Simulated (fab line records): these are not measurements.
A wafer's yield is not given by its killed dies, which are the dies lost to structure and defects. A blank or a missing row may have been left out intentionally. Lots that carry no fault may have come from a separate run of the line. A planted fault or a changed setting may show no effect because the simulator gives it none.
Lot-split experiment | flow n5-finfet | 21 wafers read across 7 lots, on a route 1938 steps long

== ON THE SPLIT ==
At N5_BEOL_M11_ILD_DEP_00 (deposits SiCOH lowk from DEMS/porogen, target thk 308.51 nm, time 58 s), the setting time-s was moved away from the recipe's 58 s on 7 of the 21 wafers read, by -12.6% to +14.3%. The other wafers ran this setting at the recipe's value.

== SPLIT TO READING: what lies between them in the file, 1 step ==
- N5_BEOL_M11_CURE_71: cures SiCOH lowk, time 240 s

== THE READING ==
M11_ILD_THK in nanometres, read at N5_BEOL_M11_THK_MEAS_01. A value of 269 nm with a standard deviation of 3.3 nm is what fault-free wafers of this fab line usually give.

wafer  | tool, chamber at the split | time-s as run, s | against the recipe | M11_ILD_THK, nm | against lot-mates on the recipe
L075.1 | pecvd-03, 1                | 63.53            | +9.5%              | 295             | +29
L075.3 | pecvd-03, 0                | 58               | recipe             | 266             | -
L075.4 | pecvd-03, 1                | 63.53            | +9.5%              | 297             | +31
L080.2 | pecvd-01, 2                | 66.27            | +14.3%             | 305             | +38
L080.4 | pecvd-01, 1                | 66.27            | +14.3%             | 306             | +39
L080.6 | pecvd-01, 2                | 58               | recipe             | 267             | -
L088.1 | pecvd-04, 2                | 58               | recipe             | 268             | -
L088.3 | pecvd-04, 1                | 58               | recipe             | 265             | -
L088.4 | pecvd-04, 1                | 58               | recipe             | 270             | -
L090.3 | pecvd-01, 2                | 54.28            | -6.4%              | 246             | -22
L090.4 | pecvd-01, 1                | 58               | recipe             | 266             | -
L090.6 | pecvd-01, 0                | 58               | recipe             | 271             | -
L091.3 | pecvd-01, 1                | 58               | recipe             | 262             | -
L091.5 | pecvd-01, 2                | 58               | recipe             | 273             | -
L091.6 | pecvd-01, 0                | 58               | recipe             | 268             | -
L093.2 | pecvd-04, 1                | 50.71            | -12.6%             | 234             | -37
L093.3 | pecvd-04, 2                | 50.71            | -12.6%             | 235             | -36
L093.6 | pecvd-04, 0                | 58               | recipe             | 271             | -
L095.2 | pecvd-03, 1                | 58               | recipe             | 266             | -
L095.3 | pecvd-03, 0                | 58               | recipe             | 268             | -
L095.5 | pecvd-03, 0                | 58               | recipe             | 270             | -

THE FIT
A straight line over all 21 wafers: M11_ILD_THK changes by +2.74 nm for each +1% of time-s; r = +0.99; the points scatter about the line by 2.8 nm.
The same after taking each lot's own level away (the mean of its wafers on the recipe; 21 wafers): +2.89 nm for each +1%; r = +0.99; scatter 2.7 nm.
The reading moves by 41 nm for the largest change in time-s, on that fit.
Across the lots, their own levels run from 266.0 to 271.0 nm, a range of 1.5 times the standard deviation given above.
So the lot-to-lot level changes the slope little: the two slopes agree.
Check: with one of the wafers moved furthest among these (+14.3%) left out of the fit, the line predicts +42 nm for it against its lot-mates. It came out at +38 nm against them.

== ADDITIONAL SPLITS CARRIED BY THESE WAFERS ==
Note: prior to the reading, these wafers also went through further splits. Each is held against what the fit with the lots' levels taken away leaves over:
other split on the same wafers      | wafers away from the commonest value | r with M11_ILD_THK (lot level and that fit taken away)
N5_BEOL_M8_TRENCH_ETCH_37 time-s    | 9                                    | +0.11
N5_BEOL_M8_CURE_75 time-s           | 7                                    | +0.18
N5_BEOL_M10_VIA_ETCH_34 time-s      | 6                                    | +0.13
N5_BEOL_M10_TRENCH_ETCH_37 source-w | 8                                    | +0.11

== THE WHOLE CHAIN: every reading that the file lists as answering this split, in the file's order ==
step                    | what it does                                                           | reading                                                                                   | change (the file's fit)              | r (the file's)
N5_BEOL_M11_ILD_DEP_00  | deposits SiCOH lowk from DEMS/porogen, target thk 308.51 nm, time 58 s | SiCOH_lowk_of_BEOL_M11_ILD_DEP_00.thk-nm (the simulator's own value, which no gauge read) | +3.27 nm for each +1% of the setting | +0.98
N5_BEOL_M11_CURE_71     | cures SiCOH lowk, time 240 s                                           | SiCOH_lowk_of_BEOL_M11_ILD_DEP_00.thk-nm (the simulator's own value, which no gauge read) | +2.9 nm for each +1% of the setting  | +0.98
N5_BEOL_M11_THK_MEAS_01 |                                                                        | M11_ILD_THK                                                                               | +2.9 for each +1% of the setting     | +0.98

== THE FILE'S OWN FIT ==
M11_ILD_THK changes by +2.9 nm for each +1% of time-s, r = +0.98.
